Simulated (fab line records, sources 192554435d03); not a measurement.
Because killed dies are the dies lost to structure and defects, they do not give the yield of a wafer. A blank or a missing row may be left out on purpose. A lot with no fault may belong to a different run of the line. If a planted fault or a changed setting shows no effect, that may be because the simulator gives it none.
A lot that was struck, set against a sound lot + flow n5 finfet + 16 out of 1938 route steps
Sound: wafers L819.1, L819.3, L819.5. Struck: wafer L829.3. (L829.6 of the same lot was not struck and is left out.) The cause comes at the end.
Order at every step that has rows: each side's tool, ch and its chambers, its first start. Under that, the readings that differ: sound wafers + struck wafers + difference of the means + sigmas: that difference in standard deviations of wafers without a fault.
alike: readings with means less than 2 such deviations apart, plus words and numbers identical on both sides. not compared: withheld readings, readings lacking a value on some wafer, bounds such as >300 that could conceal the same value, and numbers that have no deviation in the record and whose values overlap.
The two part at a step that has a row with sigmas, a row that says differs or no value, or rows on one side only. When numbers do not overlap yet have no deviation, they are printed without sigmas and do not part them. Lack of a reading on every wafer of one side parts them only where that side has two or more wafers.

first, 8 steps without rows for these wafers: N5_HKMG_FIN_COAT_41 (time 60 s, resist thk 300 nm); N5_HKMG_FIN_COAT_42 (time 60 s, resist thk 35 nm); N5_HKMG_FIN_COAT_43 (resist thk 90 nm); N5_HKMG_FIN_EBR_45; N5_HKMG_FIN_SOFTBAKE_44 (time 60 s); N5_HKMG_FIN_EXPOSE_46 (exposes mask NDIPOLE); N5_HKMG_FIN_PEB_47 (peb time 60 s); N5_HKMG_FIN_DEVELOP_48 (develop time 30 s).
N5_HKMG_FIN_CD_MEAS_49: the cd target is 202 nm.
  sound on cd sem-03 ch 0, day 4 07:12; struck on cd sem-03 ch 0, day 6 18:29
  alike: cd nm
N5_HKMG_FIN_OVL_MEAS_50:
  sound on overlay-02 ch 0, day 4 07:14; struck on overlay-02 ch 0, day 6 18:31
  alike: NDIPOLE_OVL
N5_HKMG_FIN_INSPECT_61: inspects for defects (macro).
  sound on defect inspect-01, day 4 07:15; struck on defect inspect-02, day 6 18:32
  alike: raw defect count
N5_HKMG_FIN_DESCUM_53: chemistry O2, time 7.9 s.
  sound on rie diel-05 ch 1,2, day 4 07:49; struck on rie diel-05 ch 1, day 6 18:34
  alike: drypump motor current A, oes product au, rf vpp V, showerhead plenum p Torr, throttle valve pct
  not compared: rf hours counter h
N5_HKMG_FIN_ETCH_54: etches SiARC in CF4, target depth 45.5 nm, time 75.8 s.
  sound on rie diel-05 ch 1,2, day 4 07:51; struck on rie diel-05 ch 1, day 6 18:36
| reading               | sound          | struck | difference | sigmas |
|-----------------------|----------------|--------|------------|--------|
| etch rf on time s (s) | 77.6 73.3 78.1 | 91.7   | +15.4      | +6     |
  alike: drypump motor current A, oes product au, rf vpp V, showerhead plenum p Torr, throttle valve pct
  not compared: rf hours counter h
N5_HKMG_FIN_ETCH_55: etches SOC in N2/H2, target depth 240 nm, time 300 s.
  sound on rie diel-05 ch 1,2, day 4 07:54; struck on rie diel-05 ch 1, day 6 18:39
  alike: drypump motor current A, oes product au, rf vpp V, showerhead plenum p Torr, throttle valve pct
  not compared: rf hours counter h
-- record jumps: 4 days separate the struck wafers' starts on either side; left off in module HKMG_FIN, taken up again in module BEOL_M4, whose first shown step is the route's number 1111 --
N5_BEOL_M4_RC_MEAS_101:
  sound on prober-02 ch 0, day 7 16:39; struck on prober-02 ch 0, day 11 02:20
| reading       | sound       | struck | difference | sigmas |
|---------------|-------------|--------|------------|--------|
| ION_N (uA/um) | 646 639 681 | 697    | +42        | +3     |
  alike: DIBL_N, DIBL_P, IOFF_N, IOFF_P, ION_P, SS_N, SS_P, VT_N, VT_P
next, for these wafers, 1 step has no rows: N5_PASSIVATION_PROBE_49.

WHERE THEY PART
Earliest at N5_HKMG_FIN_ETCH_54; latest, in this record, at N5_BEOL_M4_RC_MEAS_101.

WHY: what the simulator had put in
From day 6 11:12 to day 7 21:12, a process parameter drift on rie diel-05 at N5_HKMG_FIN_ETCH_54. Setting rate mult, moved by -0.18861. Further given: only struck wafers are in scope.
